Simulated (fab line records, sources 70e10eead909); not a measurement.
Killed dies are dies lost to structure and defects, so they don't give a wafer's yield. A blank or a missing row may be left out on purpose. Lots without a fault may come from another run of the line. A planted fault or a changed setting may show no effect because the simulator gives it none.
fab line records | flow nand_harc
record lots=12 wafers=36 last_day=34
route steps=1302 shown A_CONTACT@1106 A_BLC@1120 END@1302
lots that met no fault: from a run of the same line without faults
start_h: hours from the record's first day to the start of the lot's first wafer shown | wait_h: hours since the lot's step before | " the same as in the row above | L1.1+2: a row that stands for several wafers | - no value, or no start given | * or withheld: withheld | < > ~ a bound
route shown NAME@n: a module of which the file shows steps, and the number in the route of the first | usual: mean/standard deviation of fault-free wafers | same: alike in all rows | chamber/n: place in a boat | sites: the reading at each site | _std_site: their standard deviation | _edge_site: outer sites' mean less inner sites' | radius_mm: how far each site lies from the wafer's centre | mask NAME#n: copy n | behind: the tool/chamber that last shaped the wafer | hold: why the lot was held/for how many hours/how that ended | device: the transistor (n, p or np) that didn't switch | end of line: the same wafers' tests at the end of the route | a step without rows: its recipe alone | killed: dies lost to structure and defects at the first sort, not the wafer's yield | map: a wafer's dies, x killed, . not, _ none there
set.NAME: the setting as run; set.NAME@STEP: as run at that earlier step | model.NAME: the simulator's own value behind a step, which no gauge read
steps of the route over a sample of lots; a table a step, a row a wafer
services: from which hour (start_h, from the record's first day; less than 0 if before it) a tool's chamber was out of use, for how many hours, and why
## steps
# step NHARC_A_CONTACT_INSPECT_23
# usual raw_defect_count=523/150
# columns lot.wafer tool chamber start_h wait_h raw_defect_count
L410.3 defect_inspect-01 - 530.06 0.1 555
L410.5 " - " " 396
L410.6 " - " " 440
L412.2 defect_inspect-01 - 535.60 0.1 357
L412.5 " - " " 560
L412.6 " - " " 350
L413.2 defect_inspect-02 - 546.21 0.1 548
L413.3 " - " " 538
L413.5 " - " " 620
L415.1 defect_inspect-01 - 578.23 0.1 588
L415.5 " - " " 407
L415.6 " - " " 688
L417.2 defect_inspect-02 - 585.12 0.1 336
L417.3 " - " " 331
L417.4 " - " " 397
L420.1 defect_inspect-01 - 618.66 0.1 409
L420.2 " - " " 310
L420.6 " - " " 395
L419.1 defect_inspect-01 - 619.33 0.1 611
L419.2 " - " " 523
L419.3 " - " " 411
L427.2 defect_inspect-02 - 706.96 0.1 585
L427.4 " - " " 446
L427.6 " - " " 475
L431.2 defect_inspect-01 - 715.52 0.1 268
L431.5 " - " " 293
L431.6 " - " " 303
L429.1 defect_inspect-02 - 721.77 0.1 518
L429.4 " - " " 1001
L429.6 " - " " 576
L432.1 defect_inspect-02 - 741.11 0.1 548
L432.3 " - " " 544
L432.4 " - " " 617
L433.1 defect_inspect-01 - 759.95 0.1 630
L433.2 " - " " 569
L433.5 " - " " 645
# step NHARC_A_BLC_DESCUM_15
# recipe time_s=3 o2_flow_sccm=200 ar_flow_sccm=0 bias_power_w=0 chemistry=O2
# usual drypump_motor_current_A=5.3/0.38 o2_flow_sccm=200.0/0.58 oes_product_au=0.997/0.01 rf_vpp_V=57.9/0.95 showerhead_plenum_p_Torr=1.90/0.093 throttle_valve_pct=11.312/0.0093
# columns lot.wafer tool chamber start_h wait_h drypump_motor_current_A o2_flow_sccm oes_product_au rf_hours_counter_h rf_vpp_V showerhead_plenum_p_Torr throttle_valve_pct
L410.3 rie_diel-06 1 530.63 0.1 5.4 199.7 0.998 4 58.6 1.77 11.307
L410.6 " 0 " " 5.2 200.1 1.000 - 58.2 1.84 11.327
L410.5 " 1 " " 5.4 199.5 0.980 - 59.3 1.77 11.308
L412.2 rie_diel-09 3 536.30 0.1 5.6 200.6 1.004 1 57.8 1.87 11.298
L412.6 " 2 " " 4.6 200.2 0.991 - 58.4 2.03 11.309
L412.5 " 3 " " 5.7 199.9 1.000 - 58.5 1.87 11.330
L413.3 rie_diel-06 2 546.90 0.1 5.5 199.8 1.007 5 58.2 1.91 11.315
L413.2 " 0 " " 5.2 200.6 1.013 4 58.6 1.84 11.300
L413.5 " 2 " " 5.5 200.0 1.012 - 56.5 1.91 11.301
L415.1 rie_diel-06 1 578.92 0.1 5.4 200.8 0.984 9 56.3 1.77 11.310
L415.6 " 1 " " 5.4 200.2 0.987 - 57.1 1.77 11.319
L415.5 " 2 " " 5.6 200.3 1.003 - 55.9 1.91 11.313
L417.3 rie_diel-09 0 585.82 0.1 4.9 200.3 1.007 4 58.4 2.00 11.307
L417.4 " 1 " " 5.5 199.6 0.988 3 57.4 1.83 11.314
L417.2 " 2 " " 4.6 200.5 0.996 4 58.3 2.03 11.305
L420.2 rie_diel-01 3 619.24 0.1 5.1 199.9 0.997 14 58.8 1.87 11.328
L420.1 " 0 " " 5.4 199.6 0.995 18 57.4 1.90 11.322
L420.6 " 2 " " 5.9 201.1 0.988 - 58.7 2.02 11.303
L419.2 rie_diel-06 1 620.02 0.1 5.4 199.5 0.995 12 57.2 1.77 11.297
L419.3 " 2 " " 5.6 200.1 1.008 11 58.5 1.90 11.308
L419.1 " 3 " " 5.5 200.8 0.999 11 57.5 1.77 11.327
L427.4 rie_diel-06 2 707.53 0.1 5.6 199.4 1.004 3 58.0 1.90 11.296
L427.2 " 1 " " 5.4 199.8 0.994 3 57.2 1.77 11.316
L427.6 " 2 " " 5.5 199.7 1.026 - 58.1 1.90 11.330
L431.2 rie_diel-09 3 716.23 0.1 5.7 199.5 1.002 1 58.1 1.87 11.315
L431.6 " 1 " " 5.5 199.7 1.000 - 58.7 1.83 11.311
L431.5 " 2 " " 4.6 199.0 0.997 - 58.5 2.03 11.302
L429.4 rie_diel-06 3 722.48 0.1 5.5 199.4 0.996 3 58.3 1.77 11.323
L429.1 " 0 " " 5.2 199.4 0.993 4 56.3 1.84 11.311
L429.6 " 3 " " 5.5 199.9 1.007 - 57.4 1.77 11.304
L432.4 rie_diel-09 2 741.80 0.1 4.6 199.6 0.984 4 58.4 2.03 11.297
L432.1 " 3 " " 5.7 199.6 0.989 4 58.1 1.87 11.306
L432.3 " 1 " " 5.5 199.0 0.995 4 58.5 1.83 11.309
L433.2 rie_diel-09 0 760.65 0.1 4.9 199.4 1.003 5 57.9 2.00 11.336
L433.1 " 1 " " 5.5 198.4 1.006 5 57.0 1.82 11.314
L433.5 " 3 " " 5.7 200.5 0.989 - 57.5 1.87 11.300
# step NHARC_A_BLC_STRIP_22
# recipe time_s=600 temp_c=30 chemistry=post_etch_residue_remover
# usual bath_heat_duty_pct=13.3/1.9 run_length_s=603.1/1.2
# columns lot.wafer tool chamber start_h wait_h bath_heat_duty_pct run_length_s
L410.6 wet_bench-03 7 531.94 - 11.6 605.0
L410.5 " 0 " " 13.4 603.8
L410.3 " 1 " " 15.1 603.1
L412.2 wet_bench-05 1 537.59 - 12.8 602.1
L412.6 " 4 " " 9.8 604.3
L412.5 " 6 " " 14.6 602.9
L413.5 wet_bench-05 7 548.20 - 14.0 604.3
L413.2 " 1 " " 12.0 601.8
L413.3 " 3 " " 12.0 602.3
L415.6 wet_bench-03 1 580.21 - 14.9 603.4
L415.1 " 3 " " 12.4 605.0
L415.5 " 4 " " 14.5 604.7
L417.2 wet_bench-06 6 587.11 - 11.8 602.5
L417.3 " 0 " " 13.2 603.1
L417.4 " 1 " " 13.4 600.9
L420.6 wet_bench-06 3 620.53 - - -
L420.2 " 5 " " - -
L420.1 " 7 " " - -
L419.1 wet_bench-03 2 621.38 - - -
L419.3 " 4 " " - -
L419.2 " 5 " " - -
L427.2 wet_bench-05 2 708.86 - 13.2 602.9
L427.4 " 6 " " 15.7 601.8
L427.6 " 7 " " 12.3 604.0
L431.2 wet_bench-06 6 717.52 - 11.8 602.2
L431.6 " 0 " " 13.0 604.0
L431.5 " 1 " " 15.7 601.3
L429.4 wet_bench-03 2 723.77 - 10.1 605.6
L429.6 " 3 " " 11.8 604.7
L429.1 " 4 " " 13.9 603.6
L432.4 wet_bench-05 1 743.09 - 11.5 602.7
L432.3 " 5 " " 13.1 603.1
L432.1 " 6 " " 16.0 601.8
L433.2 wet_bench-06 7 762.17 - 15.2 602.8
L433.1 " 1 " " 15.4 602.0
L433.5 " 3 " " 17.3 602.1
# step NHARC_A_BLC_ALD_23
# recipe target_thk_a=30 pulse_time_s=1 ald_cycles=150 temp_c=450 material=TiN
# usual heater_power_w=1097/81 precursor_pulse_height_rel=1.002/0.02
# columns lot.wafer tool chamber start_h wait_h heater_power_w precursor_pulse_height_rel
L410.3 ald_metal-03 3 532.49 - 1142 1.004
L410.5 " 0 " " 1090 1.008
L410.6 " 2 " " 1049 0.981
L412.2 ald_metal-02 3 538.14 - 1129 1.006
L412.5 " 1 " " 960 0.968
L412.6 " 2 " " 1237 1.039
L413.2 ald_metal-02 2 548.73 - 1217 1.010
L413.3 " 3 " " 1171 0.982
L413.5 " 2 " " 1207 0.994
L415.1 ald_metal-01 1 580.78 - 1110 0.999
L415.6 " 2 " " 1037 0.998
L415.5 " 3 " " 1082 1.028
L417.4 ald_metal-01 3 587.62 - 1050 0.975
L417.2 " 0 " " 1039 1.013
L417.3 " 2 " " 1027 1.016
L420.2 ald_metal-01 0 621.09 - 1022 1.010
L420.1 " 1 " " 1115 0.995
L420.6 " 3 " " 1094 1.044
L419.2 ald_metal-03 3 621.88 - 1077 1.022
L419.3 " 1 " " 1230 0.999
L419.1 " 2 " " 1075 0.981
L427.4 ald_metal-03 1 709.37 - 1217 1.013
L427.2 " 2 " " 1063 0.991
L427.6 " 1 " " 1209 0.988
L431.2 ald_metal-01 3 718.06 - 993 0.997
L431.6 " 1 " " 1094 0.989
L431.5 " 2 " " 1072 1.000
L429.4 ald_metal-01 1 724.28 - 1086 1.029
L429.1 " 3 " " 979 0.993
L429.6 " 1 " " 1097 1.018
L432.1 ald_metal-02 3 743.60 - 1129 0.986
L432.3 " 1 " " 954 1.011
L432.4 " 2 " " 1234 0.956
L433.2 ald_metal-01 2 762.70 - 1084 0.988
L433.1 " 0 " " 1026 1.010
L433.5 " 2 " " 1107 0.988
# step NHARC_END_SORT_01
# recipe temp_c=25
# usual killed_at_array=59/24 killed_at_other=0.7/1.2 killed_at_periphery=3.5/2.6 killed_dies=63/24 killed_open=3.2/2.1 killed_short=2.4/1.5
# same gross_dies=677
# columns lot.wafer tool chamber start_h wait_h killed_at_array killed_at_other killed_at_periphery killed_dies killed_open killed_short
L419.1 prober-01 0 668.67 2.5 60 3 3 66 1 2
L419.2 prober-01 0 669.48 2.8 63 0 1 64 4 1
L419.3 prober-01 0 670.29 3.1 60 0 3 63 3 1
# killed by level:class
L419.1 A_CHANNEL_HOLE_D1:chamber_film_flake=28 A_CHANNEL_HOLE_D2:chamber_film_flake=17 A_CONTACT:chamber_film_flake=5 A_STAIRCASE:chamber_film_flake=3 THIN_TSV:chamber_film_flake=3 A_WL_FILL:chamber_film_flake=2 A_DECK1_JOINT:geometric_particle:open=1 A_CHANNEL_FILL_D2:geometric_particle:short=1
L419.2 A_CHANNEL_HOLE_D1:chamber_film_flake=37 A_CHANNEL_HOLE_D2:chamber_film_flake=14 A_CONTACT:chamber_film_flake=6 A_ONON_D2:geometric_particle:open=2 A_CHANNEL_FILL_D1:geometric_particle:open=1 A_CHANNEL_FILL_D1:geometric_particle:short=1 A_SGD_CUT:geometric_particle:open=1 P_BONDPAD:chamber_film_flake=1
L419.3 A_CHANNEL_HOLE_D1:chamber_film_flake=39 A_CHANNEL_HOLE_D2:chamber_film_flake=14 A_CONTACT:chamber_film_flake=3 P_M0:geometric_particle:open=2 A_STAIRCASE:chamber_film_flake=2 A_CHANNEL_HOLE_D1:geometric_particle:open=1 A_BLC:geometric_particle:short=1 P_BONDPAD:chamber_film_flake=1
## services
# columns tool chamber start_h hours kind
rie_diel-09 1 515.21 2.1 repair
ald_metal-01 - 526.00 10.0 pm
wet_bench-06 - 545.60 8.0 pm
rie_diel-09 1 561.67 5.5 repair
wet_bench-03 - 562.40 8.0 pm
rie_diel-09 - 591.66 0.4 repair
ald_metal-01 0 593.63 22.4 repair
rie_diel-06 2 599.96 11.0 repair
rie_diel-09 3 604.89 21.3 repair
wet_bench-05 - 612.97 8.0 pm
ald_metal-01 2 622.47 3.5 repair
rie_diel-06 - 630.13 11.1 repair
rie_diel-09 1 631.41 3.5 repair
rie_diel-09 3 650.43 4.0 repair
wet_bench-05 - 650.97 2.3 repair
rie_diel-06 - 661.20 9.0 pm
rie_diel-09 - 674.10 9.0 pm
rie_diel-06 - 699.84 0.4 repair
rie_diel-09 - 701.47 0.4 repair
wet_bench-03 - 703.63 2.9 repair
ald_metal-01 - 704.00 10.0 pm
rie_diel-09 3 704.60 5.7 repair
wet_bench-06 - 721.61 8.0 pm
rie_diel-09 2 751.74 38.9 repair
## key
first_sign step=NHARC_A_BLC_STRIP_22 reading=tool_record direction=missing
effect none on later readings
met_at NHARC_A_BLC_STRIP_22
struck_lots L419,L420
tester_left_out L419,L420
not_acting_at NHARC_A_CONTACT_INSPECT_23,NHARC_A_BLC_DESCUM_15,NHARC_A_BLC_ALD_23
onset_between 587.11 620.53
fault kind=skipped_step_whole tool=wet_bench-03,wet_bench-06 chamber=- onset_h=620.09 steps=NHARC_A_BLC_STRIP_22 scope=struck_lots_only
# tester_left_out: of these lots the tester's yield and bins aren't shown, on N5 and GAA mostly nor the transistor test; their killed dies are dies lost to structure and defects alone, not to doping, threshold or leakage, so they don't give the yield
